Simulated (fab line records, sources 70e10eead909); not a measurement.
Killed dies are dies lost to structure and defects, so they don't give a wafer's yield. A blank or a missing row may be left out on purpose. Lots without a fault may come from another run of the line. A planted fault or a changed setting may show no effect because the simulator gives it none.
fab line records | flow nand_harc
record lots=11 wafers=33 last_day=25
route steps=1159 shown A_BONDPAD@1080 THIN_TSV@1129 END@1159
lots that met no fault: from a run of the same line without faults
start_h: hours from the record's first day to the start of the lot's first wafer shown | wait_h: hours since the lot's step before | " the same as in the row above | L1.1+2: a row that stands for several wafers | - no value, or no start given | * or withheld: withheld | < > ~ a bound
route shown NAME@n: a module of which the file shows steps, and the number in the route of the first | usual: mean/standard deviation of fault-free wafers | same: alike in all rows | chamber/n: place in a boat | sites: the reading at each site | _std_site: their standard deviation | _edge_site: outer sites' mean less inner sites' | radius_mm: how far each site lies from the wafer's centre | mask NAME#n: copy n | behind: the tool/chamber that last shaped the wafer | hold: why the lot was held/for how many hours/how that ended | device: the transistor (n, p or np) that didn't switch | end of line: the same wafers' tests at the end of the route | a step without rows: its recipe alone | killed: dies lost to structure and defects at the first sort, not the wafer's yield | map: a wafer's dies, x killed, . not, _ none there
set.NAME: the setting as run; set.NAME@STEP: as run at that earlier step | model.NAME: the simulator's own value behind a step, which no gauge read
steps of the route over a sample of lots; a table a step, a row a wafer
services: from which hour (start_h, from the record's first day; less than 0 if before it) a tool's chamber was out of use, for how many hours, and why
## steps
# step NHARC_A_BONDPAD_ETCH_24
# recipe target_depth_a=300 over_etch_frac=0.3 time_s=72.99 ion_energy_ev=150 cf4_flow_sccm=50 n2_flow_sccm=100 ar_flow_sccm=150 rf_w=300 bias_w=100 chemistry=CF4/N2
# usual drypump_motor_current_A=6.0/0.36 n2_flow_sccm=100.0/0.31 oes_product_au=1.003/0.011 rf_vpp_V=314.0/2.4 run_length_s=94.4/0.47 showerhead_plenum_p_Torr=2.62/0.13 throttle_valve_pct=19.794/0.0091
# columns lot.wafer tool chamber start_h wait_h drypump_motor_current_A n2_flow_sccm oes_product_au rf_hours_counter_h rf_vpp_V run_length_s showerhead_plenum_p_Torr throttle_valve_pct
L693.2 rie_diel-05 1 - - 6.1 99.6 0.998 2 316.0 94.9 2.68 19.798
L693.1 " 2 " " 6.2 99.6 1.020 2 312.0 94.7 2.48 19.787
L693.6 " 0 " " 5.5 99.9 0.991 - 311.5 93.5 2.48 19.789
L694.4 rie_diel-05 1 - - 6.1 100.2 1.010 2 315.1 94.8 2.68 19.799
L694.2 " 3 " " 6.6 99.8 1.000 1 316.2 94.4 2.77 19.790
L694.5 " 1 " " 6.1 99.6 1.003 - 315.7 94.9 2.68 19.800
L696.2 rie_diel-03 3 - - 6.2 100.0 0.992 9 314.8 94.4 2.71 19.803
L696.4 " 1 " " 6.4 100.3 0.983 10 311.7 94.2 2.53 19.807
L696.6 " 0 " " 6.1 99.9 1.005 - 311.2 95.5 2.52 19.796
L700.2 rie_diel-03 0 - - 6.1 100.4 1.007 11 312.2 95.0 2.52 19.808
L700.4 " 1 " " 6.3 100.0 0.986 11 312.4 93.5 2.53 19.790
L700.5 " 3 " " 6.2 100.2 0.997 - 316.2 94.6 2.71 19.791
L703.2 rie_diel-05 2 - - 6.2 99.4 1.023 4 311.7 94.7 2.48 19.800
L703.1 " 3 " " 6.6 100.3 0.999 3 316.7 94.7 2.77 19.806
L703.6 " 2 " " 6.2 99.4 1.026 - 310.2 94.8 2.48 19.796
L699.1 rie_diel-05 1 471.15 0.1 6.1 99.7 0.993 4 314.5 94.5 2.68 19.797
L699.5 " 1 " " 6.1 100.0 0.993 - 316.0 94.6 2.68 19.794
L699.6 " 2 " " 6.2 100.0 1.019 - 311.1 95.2 2.48 19.795
L706.3 rie_diel-05 0 514.12 0.2 5.5 100.0 0.999 5 311.2 93.8 2.47 19.786
L706.2 " 1 " " 6.1 100.0 0.996 6 316.5 94.4 2.68 19.798
L706.4 " 0 " " 5.6 100.0 0.999 - 311.0 93.9 2.47 19.793
L709.2 rie_diel-05 3 528.57 0.1 6.6 99.7 1.006 0 316.3 94.5 2.77 19.812
L709.1 " 0 " " 5.6 100.5 1.020 0 312.7 94.0 2.47 19.790
L709.4 " 3 " " 6.6 99.2 1.003 - 317.8 94.6 2.77 19.810
L715.1 rie_diel-05 3 537.74 0.1 6.6 100.1 1.005 1 315.8 94.5 2.77 19.792
L715.6 " 3 " " 6.6 100.2 1.003 - 316.2 94.7 2.77 19.778
L715.5 " 2 " " 6.2 99.7 1.016 - 310.3 95.0 2.48 19.799
L712.3 rie_diel-05 3 - - 6.6 100.2 1.005 1 316.5 94.6 2.77 19.786
L712.2 " 1 " " 6.1 100.2 1.005 0 316.5 94.4 2.68 19.804
L712.5 " 0 " " 5.6 100.1 1.013 - 311.8 93.5 2.47 19.803
L716.2 rie_diel-06 1 - - 5.8 100.3 1.016 23 312.7 94.4 2.61 19.791
L716.4 " 2 " " 5.6 99.9 1.002 20 317.9 94.1 2.74 19.794
L716.5 " 0 " " 5.4 99.9 1.008 - 312.6 94.3 2.50 19.797
# step NHARC_THIN_TSV_PVD_19
# recipe target_thk_a=200 chamber_pressure_pa=5 material=TaN
# usual throttle_valve_pct=30.1/0.8
# columns lot.wafer tool chamber start_h wait_h throttle_valve_pct
L694.4 pvd_sputter-01 - - - 30.4
L694.2 " - " " 30.2
L694.5 " - " " 30.3
L693.1 pvd_sputter-02 - - - 30.3
L693.2 " - " " 30.8
L693.6 " - " " 28.3
L696.2 pvd_sputter-01 - - - 30.1
L696.4 " - " " 30.2
L696.6 " - " " 30.3
L700.4 pvd_sputter-03 - - - 30.2
L700.2 " - " " 31.7
L700.5 " - " " 30.5
L703.2 pvd_sputter-01 - - - 30.2
L703.1 " - " " 30.0
L703.6 " - " " 29.4
L699.1 pvd_sputter-01 - - - 29.4
L699.6 " - " " 30.4
L699.5 " - " " 30.3
L706.3 pvd_sputter-03 - - - 30.3
L706.4 " - " " 29.5
L706.2 " - " " 31.2
L709.4 pvd_sputter-01 - - - 29.3
L709.1 " - " " 30.0
L709.2 " - " " 30.8
L715.1 pvd_sputter-03 - - - 29.7
L715.5 " - " " 30.9
L715.6 " - " " 30.5
L712.2 pvd_sputter-02 - - - 28.3
L712.3 " - " " 30.3
L712.5 " - " " 28.2
L716.4 pvd_sputter-02 - - - 28.1
L716.2 " - " " 30.1
L716.5 " - " " 28.2
# step NHARC_THIN_TSV_ANNEAL_52
# recipe temp_c=225 time_s=90
# usual wafer_temp_C_max=225.70/0.26
# columns lot.wafer tool chamber start_h wait_h wafer_temp_C_max
L694.2 rtp_anneal-01 0 442.66 0.7 225.88
L694.4 " 0 " " 225.55
L694.5 " 0 " " 225.85
L693.1 rtp_anneal-01 0 446.00 0.5 225.98
L693.2 " 0 " " 225.93
L693.6 " 0 " " 226.23
L696.2 rtp_anneal-01 0 448.56 0.8 225.96
L696.4 " 0 " " 225.82
L696.6 " 0 " " 225.83
L700.2 rtp_anneal-01 0 459.00 0.7 225.53
L700.4 " 0 " " 225.75
L700.5 " 0 " " 226.28
L703.1 rtp_anneal-02 0 486.83 0.6 225.61
L703.2 " 0 " " 225.45
L703.6 " 0 " " 225.31
L699.1 rtp_anneal-01 0 489.87 0.5 225.84
L699.5 " 0 " " 225.82
L699.6 " 0 " " 225.95
L706.2 rtp_anneal-02 0 536.39 0.6 225.67
L706.3 " 0 " " 225.83
L706.4 " 0 " " 225.91
L709.1 rtp_anneal-02 0 549.19 0.5 225.71
L709.2 " 0 " " 225.76
L709.4 " 0 " " 225.84
L715.1 rtp_anneal-02 0 557.06 0.6 225.56
L715.5 " 0 " " 225.66
L715.6 " 0 " " 225.63
L712.2 rtp_anneal-02 0 559.74 0.6 225.56
L712.3 " 0 " " 225.81
L712.5 " 0 " " 225.83
L716.2 rtp_anneal-02 0 570.79 0.6 225.33
L716.4 " 0 " " 225.35
L716.5 " 0 " " 225.77
# step NHARC_THIN_TSV_ETCH_59
# recipe target_depth_a=8800 icp_w=900 bias_w=100 Cl2_flow_sccm=60 bcl3_flow_sccm=30 time_s=138.1 chemistry=Cl2/BCl3
# usual drypump_motor_current_A=5.6/0.32 oes_product_au=1.000/0.01 run_length_s=159.5/0.46 throttle_valve_pct=22.265/0.0094
# columns lot.wafer tool chamber start_h wait_h drypump_motor_current_A oes_product_au rf_hours_counter_h run_length_s throttle_valve_pct
L694.2 rie_metal-03 0 444.89 0.1 5.3 0.988 4.2 159.0 22.272
L694.4 " 1 " " 5.8 0.997 - 160.1 22.263
L694.5 " 1 " " 5.8 0.990 - 159.8 22.270
L693.2 rie_metal-01 0 448.10 0.1 5.1 0.994 2.8 160.0 22.260
L693.1 " 1 " " 5.6 1.009 2.8 159.8 22.264
L693.6 " 0 " " 5.1 0.998 - 159.5 22.258
L696.2 rie_metal-03 1 450.84 0.2 5.8 0.998 - 159.7 22.262
L696.4 " 1 " " 5.8 0.999 - 159.8 22.269
L696.6 " 1 " " 5.9 1.000 - 160.4 22.268
L700.2 rie_metal-02 1 461.18 0.1 6.0 0.999 1.9 159.1 22.279
L700.4 " 0 " " 5.8 1.000 - 159.2 22.260
L700.5 " 1 " " 6.0 1.013 - 159.5 22.257
L703.2 rie_metal-01 0 489.08 0.1 5.1 0.982 4.1 159.3 22.277
L703.1 " 1 " " 5.6 1.012 4.1 159.9 22.272
L703.6 " 1 " " 5.6 1.005 - 159.8 22.257
L699.1 rie_metal-03 1 492.13 0.1 5.8 1.008 0.8 159.9 22.265
L699.5 " 0 " " 5.3 0.993 - 159.0 22.280
L699.6 " 1 " " 5.8 0.997 - 160.2 22.272
L706.2 rie_metal-03 1 538.46 0.1 5.8 1.014 1.7 159.7 22.262
L706.3 " 1 " " 5.8 1.008 - 159.8 22.283
L706.4 " 0 " " 5.3 1.000 - 159.5 22.253
L709.2 rie_metal-02 0 551.42 0.1 5.8 1.000 4.6 159.2 22.252
L709.1 " 1 " " 6.0 1.019 4.6 159.0 22.273
L709.4 " 1 " " 6.0 1.023 - 158.8 22.277
L715.1 rie_metal-01 0 559.35 0.2 5.1 0.983 1.3 159.6 22.267
L715.6 " 1 " " 5.6 0.996 - 160.0 22.264
L715.5 " 0 " " 5.1 0.990 - 160.1 22.262
L712.2 rie_metal-03 0 561.99 0.1 5.3 1.002 2.9 159.4 22.258
L712.3 " 1 " " 5.8 1.008 - 191.0 22.264
L712.5 " 0 " " 5.3 1.000 - 159.3 22.249
L716.2 rie_metal-01 1 572.88 0.1 5.7 1.000 1.7 160.4 22.274
L716.4 " 0 " " 5.0 0.984 - 159.6 22.249
L716.5 " 0 " " 5.1 0.982 - 159.4 22.258
# step NHARC_END_SORT_01
# recipe temp_c=25
# usual defect_limited_yield=95.8/1.3 killed_at_array=24/8.7 killed_at_other=0.8/1.2 killed_at_periphery=3.6/2.3 killed_dies=28/8.9 killed_open=3.2/1.9 killed_short=2.0/1.6 sort_bin_2_pct=1.3/0.57 sort_bin_3_pct=0.22/0.19 sort_bin_4_pct=2.7/0.89 sort_n_pass=649/8.9 sort_rim_yield_pct=95/3.1 sort_yield_pct=95.8/1.3
# same gross_dies=677 sort_bin_5_pct[%]=0 sort_bin_6_pct[%]=0 sort_bin_7_pct[%]=0 sort_bin_8_pct[%]=0 sort_rim_n_gross=106.00
# columns lot.wafer tool chamber start_h wait_h defect_limited_yield[%] killed_at_array killed_at_other killed_at_periphery killed_dies killed_open killed_short sort_bin_2_pct[%] sort_bin_3_pct[%] sort_bin_4_pct[%] sort_n_pass sort_rim_yield_pct[%] sort_yield_pct[%]
L694.2 prober-01 0 465.41 2.8 98.2 12 0 0 12 1 0 0.3 0.15 1.3 665 97 98.2
L694.4 prober-01 0 467.01 3.4 97.8 14 0 1 15 3 2 1.6 0 0.6 662 95 97.8
L694.5 prober-01 0 467.80 3.7 97.3 18 0 0 18 2 0 0.6 0.30 1.8 659 97 97.3
L709.1 prober-02 0 561.88 2.5 93.6 37 0 6 43 0 3 0.7 0.74 4.9 634 95 93.6
L709.2 prober-02 0 562.67 2.8 95.6 21 0 9 30 3 1 1.8 0 2.7 647 94 95.6
L709.4 prober-02 0 564.24 3.4 96.0 23 0 4 27 1 2 1.3 0.15 2.5 650 92 96.0
L715.1 prober-01 0 577.35 2.5 97.0 18 2 0 20 2 0 0.9 0 2.1 657 99 97.0
L715.5 prober-01 0 580.56 3.7 97.2 18 0 1 19 0 1 0.7 0.15 1.9 658 96 97.2
L715.6 prober-01 0 581.37 4.0 95.9 26 0 2 28 3 7 1.3 0.15 2.7 649 97 95.9
# killed by level:class
L694.2 A_SLIT:chamber_film_flake=5 A_STAIRCASE:chamber_film_flake=3 A_CONTACT:chamber_film_flake=2 A_CONTACT:geometric_particle:open=1 A_CHANNEL_HOLE_D1:chamber_film_flake=1
L694.4 A_CHANNEL_HOLE_D1:chamber_film_flake=4 A_SLIT:chamber_film_flake=3 A_CHANNEL_FILL_D1:geometric_particle:open=1 A_SGD_CUT:geometric_particle:open=1 A_WL_FILL:geometric_particle:short=1 A_CONTACT:geometric_particle:open=1 A_CONTACT:geometric_particle:short=1 P_ZERO_WELL:chamber_film_flake=1
L694.5 A_SLIT:chamber_film_flake=8 A_CHANNEL_HOLE_D1:chamber_film_flake=5 A_CONTACT:chamber_film_flake=2 A_ONON_D1:geometric_particle:open=1 A_CHANNEL_HOLE_D1:geometric_particle:open=1 A_STAIRCASE:chamber_film_flake=1
L709.1 A_SLIT:chamber_film_flake=19 A_BLC:chamber_film_flake=6 A_CHANNEL_HOLE_D1:chamber_film_flake=3 A_CONTACT:chamber_film_flake=3 P_ZERO_WELL:chamber_film_flake=2 P_M0:chamber_film_flake=2 A_BONDPAD:chamber_film_flake=2 A_STAIRCASE:geometric_particle:short=1
L709.2 A_SLIT:chamber_film_flake=8 A_CHANNEL_HOLE_D1:chamber_film_flake=6 P_M0:chamber_film_flake=4 P_ZERO_WELL:chamber_film_flake=3 A_M0:geometric_particle:open=2 A_CONTACT:chamber_film_flake=2 P_M2:geometric_particle:open=1 A_SGD_CUT:geometric_particle:short=1
L709.4 A_SLIT:chamber_film_flake=10 A_BLC:chamber_film_flake=5 A_CHANNEL_HOLE_D1:chamber_film_flake=3 P_ZERO_WELL:chamber_film_flake=2 A_CONTACT:chamber_film_flake=2 A_STAIRCASE:geometric_particle:open=1 A_WL_FILL:geometric_particle:short=1 P_GATE:chamber_film_flake=1
L715.1 A_CHANNEL_HOLE_D1:chamber_film_flake=7 A_CONTACT:chamber_film_flake=3 A_BLC:geometric_particle:open=1 A_M0:geometric_particle:open=1 A_ZERO_WELL:chamber_film_flake=1 A_CHANNEL_FILL_D1:chamber_film_flake=1 A_STAIRCASE:chamber_film_flake=1 A_SGD_CUT:chamber_film_flake=1
L715.5 A_CHANNEL_HOLE_D1:chamber_film_flake=12 A_CHANNEL_FILL_D1:chamber_film_flake=3 A_ONON_D1:geometric_particle:short=1 P_ZERO_WELL:chamber_film_flake=1 A_ZERO_WELL:chamber_film_flake=1 A_CONTACT:chamber_film_flake=1
L715.6 A_CHANNEL_HOLE_D1:chamber_film_flake=10 A_STAIRCASE:chamber_film_flake=5 A_ONON_D1:geometric_particle:short=2 A_WL_FILL:geometric_particle:short=2 A_CHANNEL_FILL_D1:chamber_film_flake=2 P_M0:geometric_particle:short=1 P_M0:geometric_particle:open=1 A_CHANNEL_HOLE_D1:geometric_particle:short=1
## services
# columns tool chamber start_h hours kind
rie_diel-05 0 398.60 - clean
rie_diel-05 1 398.60 - clean
rie_metal-03 - 401.76 0.6 repair
rie_diel-06 - 418.20 9.0 pm
rie_diel-05 0 431.28 16.0 repair
rie_metal-03 0 450.61 4.3 repair
rie_metal-03 - 453.00 9.0 pm
pvd_sputter-03 - 458.00 10.0 pm
pvd_sputter-02 - 465.80 1.1 repair
rie_diel-05 0 466.79 4.3 repair
rie_diel-05 - 477.83 0.7 repair
rie_diel-06 2 492.00 16.2 repair
pvd_sputter-03 - 494.74 2.8 repair
rie_diel-05 3 505.29 17.2 repair
rie_metal-01 - 509.00 9.0 pm
pvd_sputter-03 - 517.47 1.9 repair
rie_diel-05 - 517.60 9.0 pm
rie_metal-03 0 518.09 1.1 repair
pvd_sputter-01 - 537.83 10.0 pm
pvd_sputter-01 - 550.11 3.2 repair
pvd_sputter-03 - 563.03 3.1 repair
rie_metal-02 - 565.06 9.0 pm
rie_diel-06 0 565.66 6.3 repair
rie_diel-03 - 569.36 9.0 pm
## key
first_sign step=NHARC_THIN_TSV_ETCH_59 reading=run_length_s direction=up sigmas=68 usual=* struck=*
effect none on later readings
met_at NHARC_THIN_TSV_ETCH_59
struck_lots L712
struck_wafers L712.3
not_acting_at NHARC_A_BONDPAD_ETCH_24,NHARC_THIN_TSV_PVD_19,NHARC_THIN_TSV_ANNEAL_52
onset_between 538.46 561.99
fault kind=process_parameter_drift tool=rie_metal-03 chamber=- onset_h=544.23 steps=NHARC_THIN_TSV_ETCH_59 channel=time_s offset=* shape=step end_h=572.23 scope=struck_wafers_only acts_in=* stated=*
